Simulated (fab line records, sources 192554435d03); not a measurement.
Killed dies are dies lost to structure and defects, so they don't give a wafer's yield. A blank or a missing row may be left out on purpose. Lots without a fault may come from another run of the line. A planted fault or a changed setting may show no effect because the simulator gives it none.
fab line records | flow n5_finfet
record lots=4 wafers=12 last_day=16
route steps=1938 shown MOL_CONTACT_COAG@625 BEOL_M0_SAQP@632 BEOL_M4@1111
lots that met no fault: from a run of the same line without faults
start_h: hours from the record's first day to the start of the lot's first wafer shown | wait_h: hours since the lot's step before | " the same as in the row above | L1.1+2: a row that stands for several wafers | - no value, or no start given | * or withheld: withheld | < > ~ a bound
route shown NAME@n: a module of which the file shows steps, and the number in the route of the first | usual: mean/standard deviation of fault-free wafers | same: alike in all rows | chamber/n: place in a boat | sites: the reading at each site | _std_site: their standard deviation | _edge_site: outer sites' mean less inner sites' | radius_mm: how far each site lies from the wafer's centre | mask NAME#n: copy n | behind: the tool/chamber that last shaped the wafer | hold: why the lot was held/for how many hours/how that ended | device: the transistor (n, p or np) that didn't switch | end of line: the same wafers' tests at the end of the route | a step without rows: its recipe alone | killed: dies lost to structure and defects at the first sort, not the wafer's yield | map: a wafer's dies, x killed, . not, _ none there
set.NAME: the setting as run; set.NAME@STEP: as run at that earlier step | model.NAME: the simulator's own value behind a step, which no gauge read
lots at some steps of the route; a table a step, a row a wafer
services: from which hour (start_h, from the record's first day; less than 0 if before it) a tool's chamber was out of use, for how many hours, and why
## steps
# step N5_MOL_CONTACT_COAG_PRECLEAN_127
# recipe chemistry=DIW time_s=57.5 temp_c=23
# step N5_MOL_CONTACT_COAG_SRD_128
# recipe dry_time_s=32 dry=n2_spin spin_rpm=1500
# step N5_MOL_CONTACT_COAG_CMP_52
# recipe stop_on=SiO2 t_overpolish_s=1.5 post_cmp_clean=w_dilute_nh4oh down_force_psi=4 platen_rpm=50.289 pad_velocity_m_s=1.0006 target_thk_nm=66.5
# step N5_MOL_CONTACT_COAG_ANNEAL_112
# recipe temp_c=400 time_s=1800 ambient=HPD2 pressure_atm=10
# step N5_BEOL_M0_SAQP_PECVD_00
# recipe material=SiCN target_thk_a=80 temp_c=withheld precursor=3MS/NH3 pressure_torr=3 rf_w=202 time_s=14
# step N5_BEOL_M0_SAQP_ILD_DEP_01
# recipe material=SiOC target_thk_a=454.19 temp_c=350 precursor=DEMS/O2 pressure_torr=5 rf_w=500 time_s=8.7
# step N5_BEOL_M0_SAQP_HM_DEP_02
# recipe material=TiN target_thk_a=120 temp_c=25 chamber_pressure_pa=0.49996
# step N5_BEOL_M0_SAQP_PECVD_03
# recipe material=SiCN target_thk_a=120 temp_c=withheld precursor=3MS/NH3 pressure_torr=3 rf_w=202 time_s=21.1
# step N5_BEOL_M0_SAQP_PECVD_96
# recipe material=a-Si target_thk_a=450 temp_c=350 precursor=SiH4/He pressure_torr=3 rf_w=100 time_s=45.2
# step N5_BEOL_M0_SAQP_PECVD_97
# recipe material=SiNx target_thk_a=230 temp_c=350 precursor=SiH4/NH3/N2 pressure_torr=1.5 rf_w=300 time_s=19.9
# usual heater_power_w=534/59 showerhead_plenum_p_Torr=5.12/0.083 throttle_valve_pct=39.5/1.7
# columns lot.wafer tool chamber start_h wait_h heater_power_w showerhead_plenum_p_Torr throttle_valve_pct model.SiNx_of_BEOL_M0_SAQP_PECVD_97.thk_nm
L149.2 pecvd-02 1 132.67 0.0 530 5.24 42.3 23
L149.3 " 0 " " 583 5.03 40.2 23.4
L149.6 " 1 " " 529 5.23 42.2 23
L150.2 pecvd-01 2 134.76 0.0 434 5.04 37.6 22.6
L150.4 " 1 " " 516 5.26 40.8 23.4
L150.6 " 0 " " 507 5.10 40.0 26.8
L151.1 pecvd-01 2 146.64 0.0 452 5.04 37.7 22.8
L151.3 " 2 " " 444 5.05 37.8 23
L151.4 " 0 " " 604 5.10 39.8 26.4
L163.1 pecvd-01 0 218.88 0.0 509 5.12 39.8 22.8
L163.2 " 1 " " 464 5.26 40.5 23.2
L163.3 " 2 " " 433 5.04 38.0 23
# step N5_BEOL_M0_SAQP_PECVD_04
# recipe material=a-Si target_thk_a=600 temp_c=350 precursor=SiH4/He pressure_torr=3 rf_w=100 time_s=60.2
# step N5_BEOL_M0_SAQP_HM_DEP_111
# recipe material=SiO2 target_thk_a=120 temp_c=400 precursor=SiH4/N2O pressure_torr=0.75 rf_w=275 time_s=7.2
# step N5_BEOL_M0_SAQP_COAT_81
# recipe resist=SOC temp_c=250 time_s=60 spin_rpm=1500 resist_thk_nm=100
# step N5_BEOL_M0_SAQP_COAT_82
# recipe resist=SiARC temp_c=220 time_s=60 spin_rpm=1500 resist_thk_nm=30
# step N5_BEOL_M0_SAQP_COAT_08
# recipe resist=CAR-ArF spin_rpm=1500 resist_thk_nm=90
# step N5_BEOL_M0_SAQP_EBR_10
# recipe solvent=PGMEA ebr_width_mm=1.5
# step N5_BEOL_M0_SAQP_SOFTBAKE_09
# recipe temp_c=110 time_s=60 resist=CAR-ArF
# step N5_BEOL_M0_SAQP_EXPOSE_11
# recipe mask_id=M0_CORE na=1.35 source_shape=dipole sigma_inner=0.538 sigma_outer=0.738 polarization=te target_cd_nm=42 dose_mj=55
# step N5_BEOL_M0_SAQP_PEB_12
# recipe peb_temp_c=withheld peb_time_s=60 resist=CAR-ArF
# step N5_BEOL_M0_SAQP_DEVELOP_13
# recipe develop_time_s=30 developer=TMAH resist=CAR-ArF dev_temp_c=23 rinse_liquid=diw dry=air_spin
# step N5_BEOL_M0_SAQP_DESCUM_19
# recipe chemistry=O2 time_s=7.9 source_power_w=50 bias_power_w=20 pressure_mtorr=20 rf_frequency_hz=2.712e+07 temp_c=40 resist=CAR-ArF o2_flow_sccm=225
# step N5_BEOL_M0_SAQP_ETCH_83
# recipe chemistry=CF4 target=SiARC target_depth_a=390 mask_material=CAR-ArF time_s=65 ion_energy_ev=80 pressure_mtorr=40 source_w=545 bias_w=36 Ar_flow_sccm=100 cf4_flow_sccm=100 ends=cleared
# step N5_BEOL_M0_SAQP_ETCH_84
# recipe chemistry=N2/H2 target=SOC target_depth_a=1000 overetch_a=200 mask_material=SiARC temp_c=40 time_s=150 ion_energy_ev=200 pressure_mtorr=30 source_w=840 bias_w=150 n2_flow_sccm=200 h2_flow_sccm=200
# step N5_BEOL_M0_SAQP_STRIP_80
# recipe chemistry=N2/H2 temp_c=40 n2_flow_sccm=200 h2_flow_sccm=200 rf_frequency_hz=6e+07
# step N5_BEOL_M0_SAQP_HM_OPEN_112
# recipe chemistry=CHF3/O2 target=SiO2 stop_on=a-Si target_depth_a=120 over_etch_frac=1.25 mask_material=SOC time_s=13.5 pressure_mtorr=30 source_w=650 bias_w=170 Ar_flow_sccm=200 CHF3_flow_sccm=50 O2_flow_sccm=5 ion_energy_ev=200 ends=end_point
# step N5_BEOL_M0_SAQP_STRIP_113
# recipe chemistry=CHF3/O2 resist=SiARC rf_frequency_hz=6e+07
# step N5_BEOL_M0_SAQP_MANDREL_ETCH_20
# recipe target_depth_a=600 chemistry=HBr/Cl2 target=a-Si stop_on=SiNx bt_time_s=10 mask_material=SOC over_etch_frac=0.5 time_s=30 pressure_mtorr=10 icp_w=800 bias_w=75 HBr_flow_sccm=150 Cl2_flow_sccm=80 ends=end_point
# step N5_BEOL_M0_SAQP_STRIP_86
# recipe chemistry=N2/H2 power_w=500 temp_c=40 pressure_mtorr=50 rf_frequency_hz=6e+07 overash_fraction=0.3 bias_power_w=28 h2_frac=0.5 n2_flow_sccm=300 h2_flow_sccm=300
# step N5_BEOL_M0_SAQP_STRIP_115
# recipe chemistry=post_etch_residue_remover time_s=60 temp_c=25 remover_ph=withheld remover_water_wt_pct=withheld remover_fluoride_wt_pct=withheld
# step N5_BEOL_M0_SAQP_SRD_93
# recipe dry=ipa_marangoni time_s=30 temp_c=23 rinse_liquid=diw
# step N5_BEOL_M0_SAQP_RECESS_114
# recipe chemistry=HF/NH3 target=SiO2 target_depth_a=144 afs_cycles=3 temp_c=30 sublimation_temp_c=180 sublimation_time_s=60
# step N5_BEOL_M0_SAQP_SPACER1_ALD_98
# recipe material=SiO2 target_thk_a=128 temp_c=300 ald_precursor_family=BDEAS ald_co_reactant=O2-plasma pulse_time_s=1 purge_time_s=2 co_reactant_purge_time_s=2 ald_cycles=138 pressure_torr=2
# step N5_BEOL_M0_SAQP_SPACER1_ETCHBACK_99
# recipe chemistry=CHF3/O2 mode=anisotropic_etchback target=SiO2 target_depth_a=154 time_s=7.7 pressure_mtorr=30 source_w=650 bias_w=170 Ar_flow_sccm=200 CHF3_flow_sccm=50 O2_flow_sccm=5 ion_energy_ev=200
# step N5_BEOL_M0_SAQP_MANDREL1_REMOVE_100
# recipe chemistry=HBr/Cl2/O2 bt_time_s=10 target=a-Si stop_on=SiNx endpoint=OES-SiCl over_etch_frac=0.85 icp_w=600 bias_w=30 HBr_flow_sccm=150 Cl2_flow_sccm=80 O2_flow_sccm=5 pressure_mtorr=10
# step N5_BEOL_M0_SAQP_ETCH_106
# recipe chemistry=N2/H2 target=SOC target_depth_a=1500 stop_on=SiNx ion_energy_ev=100 bias_w=61 pressure_mtorr=30 source_w=850 n2_flow_sccm=200 h2_flow_sccm=200
# usual drypump_motor_current_A=5.7/0.46 oes_product_au=0.79/0.076 rf_vpp_V=240.9/1.5 showerhead_plenum_p_Torr=2.55/0.1 throttle_valve_pct=17.81/0.2
# columns lot.wafer tool chamber start_h wait_h drypump_motor_current_A oes_product_au rf_hours_counter_h rf_vpp_V showerhead_plenum_p_Torr throttle_valve_pct model.SiNx_of_BEOL_M0_SAQP_PECVD_97.thk_nm
L149.2 rie_diel-03 2 135.76 - 6.1 0.85 57 241.3 2.58 17.53 15.2
L149.3 " 1 " " 6.0 0.74 174 242.4 2.42 17.76 15.6
L149.6 " 1 " " 6.0 0.74 - 241.1 2.42 17.75 15.4
L150.2 rie_diel-03 0 139.24 - 5.4 0.76 137 240.1 2.55 17.87 14.8
L150.4 " 2 " " 6.2 0.85 59 241.6 2.58 17.53 15.6
L150.6 " 0 " " 5.4 0.75 - 240.6 2.55 17.88 19.2
L151.1 rie_diel-05 1 150.00 - 5.3 0.88 46 242.5 2.70 17.57 15.2
L151.3 " 3 " " 5.3 0.70 221 240.8 2.51 17.73 15.4
L151.4 " 0 " " 6.3 0.87 40 240.3 2.49 18.08 18.6
L163.1 rie_diel-04 0 222.67 - 6.3 0.72 188 241.1 2.53 17.73 15.2
L163.2 " 1 " " 5.4 0.83 62 240.4 2.47 18.17 15.6
L163.3 " 3 " " 6.0 0.73 170 238.8 2.43 17.80 15.2
# step N5_BEOL_M4_RC_MEAS_101
# usual DIBL_N=36.5/1.4 DIBL_P=36.6/1.6 IOFF_N=0.160/0.024 IOFF_P=0.217/0.029 ION_N=674/8.7 ION_P=464/6.5 SS_N=71.6/0.47 SS_P=73.4/0.57 VT_N=250.0/2.5 VT_P=-250/3.1
# columns lot.wafer tool chamber start_h wait_h DIBL_N[mV/V] DIBL_P[mV/V] IOFF_N[nA/um] IOFF_P[nA/um] ION_N[uA/um] ION_P[uA/um] SS_N[mV/dec] SS_P[mV/dec] VT_N[mV] VT_P[mV]
L149.2 prober-01 0 195.49 0.2 37.3 37.8 0.193 0.267 688 481 71.8 72.7 245.2 -244
L149.3 " 0 " " 36.4 37.2 0.182 0.263 688 479 71.7 73.4 246.1 -245
L149.6 " 0 " " 36.7 37.0 0.184 0.254 690 476 71.8 72.3 249.1 -245
L150.2 prober-02 0 210.98 0.2 36.4 37.1 0.173 0.207 676 464 71.5 73.2 250.2 -250
L150.4 " 0 " " 37.4 37.9 0.186 0.223 679 457 71.3 74.2 248.0 -251
L150.6 " 0 " " 36.7 37.4 0.177 0.214 682 464 70.9 73.4 246.3 -253
L151.1 prober-01 0 212.81 0.0 38.4 38.6 0.199 0.267 691 474 71.7 73.6 247.0 -245
L151.3 " 0 " " 35.3 34.4 0.143 0.201 674 467 71.5 72.9 249.6 -248
L151.4 " 0 " " 37.0 36.6 0.163 0.229 667 465 71.8 73.7 250.6 -246
L163.1 prober-01 0 277.95 0.0 34.6 36.7 0.141 0.195 666 460 71.8 72.6 252.7 -252
L163.2 " 0 " " 34.3 35.8 0.130 0.185 659 456 71.4 73.3 254.4 -252
L163.3 " 0 " " 33.7 35.7 0.128 0.182 660 456 71.2 72.3 254.5 -254
## services
# columns tool chamber start_h hours kind
rie_diel-03 3 114.50 - clean
rie_diel-03 3 114.50 - consumable_replace:focus_ring
rie_diel-03 3 114.50 - consumable_replace:showerhead
rie_diel-03 3 114.50 19.1 scheduled_down
rie_diel-03 3 114.50 19.1 vent_cycle
pecvd-01 1 121.59 2.1 scheduled_down
pecvd-02 2 130.08 5.5 scheduled_down
pecvd-01 1 145.26 4.8 repair
rie_diel-04 3 158.32 14.6 repair
rie_diel-03 2 166.17 6.7 repair
rie_diel-04 3 193.36 5.3 repair
pecvd-02 2 202.38 - clean
pecvd-02 2 202.38 - consumable_replace:showerhead
pecvd-02 2 202.38 29.0 scheduled_down
pecvd-02 2 202.38 29.0 vent_cycle
rie_diel-04 3 210.71 1.6 repair
pecvd-02 0 222.07 5.5 scheduled_down
## key
first_sign none at tools or gauges
model_effect step=N5_BEOL_M0_SAQP_PECVD_97 value=SiNx_of_BEOL_M0_SAQP_PECVD_97.thk_nm without=23.2 struck=26.6
model_effect step=N5_BEOL_M0_SAQP_ETCH_106 value=SiNx_of_BEOL_M0_SAQP_PECVD_97.thk_nm without=15.4 struck=18.9
met_at N5_BEOL_M0_SAQP_PECVD_97
struck_wafers L150.6,L151.4
fault kind=process_parameter_drift tool=pecvd-01 chamber=0 onset_h=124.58 steps=N5_BEOL_M0_SAQP_PECVD_97 channel=time_s offset=* shape=step end_h=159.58 acts_in=* stated=*
